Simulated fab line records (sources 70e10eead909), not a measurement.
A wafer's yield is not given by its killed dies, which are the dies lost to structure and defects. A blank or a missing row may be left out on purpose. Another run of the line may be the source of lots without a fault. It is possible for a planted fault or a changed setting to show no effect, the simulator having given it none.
Matching of chambers	flow nand harc	NHARC_A_M0_STRIP_18 on rie diel-13: 4 sister chambers
The step strips in N2/H2. 4 wafers are shown with their chamber, then 7 later ones without.

## WAFERS, EACH WITH ITS CHAMBER
wafer	chamber	drypump motor current A (A)
L080.3	3	5.8
L084.2	1	4.8
L084.5	2	5.1
L085.5	0	5.1

## WAFERS WITHOUT THEIR CHAMBER
wafer	drypump motor current A (A)
L085.6	4.9
L091.1	5.2
L091.2	4.9
L091.5	5.1
L094.1	4.9
L094.4	5.1
L094.5	5.1

## EACH ONE'S CHAMBER
wafer	from the rows above	in truth
L085.6	can't be placed: 1 or 0 or 2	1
L091.1	can't be placed: 0 or 2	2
L091.2	can't be placed: 1 or 0 or 2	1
L091.5	can't be placed: 0 or 2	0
L094.1	can't be placed: 1 or 0 or 2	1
L094.4	can't be placed: 0 or 2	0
L094.5	can't be placed: 0 or 2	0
Correct placement for 0 of the 7. These rows do not allow placing 7 (true chamber among the candidates in 7). Placed wrongly: 0.
How it was worked out, from the rows above alone: a wafer's distance from a chamber is the root of the sum, over the readings, of the square of ((its reading less the chamber's mean) divided by the reading's scatter). The wafer belongs to the nearest chamber; if the next one is less than 2 further off, it can't be placed. For every chamber, the mean is computed from those of its wafers that are shown. The scatter (one wafer shown for each chamber): square how far every hidden wafer sits from the nearest shown wafer, average those squares and take the square root.
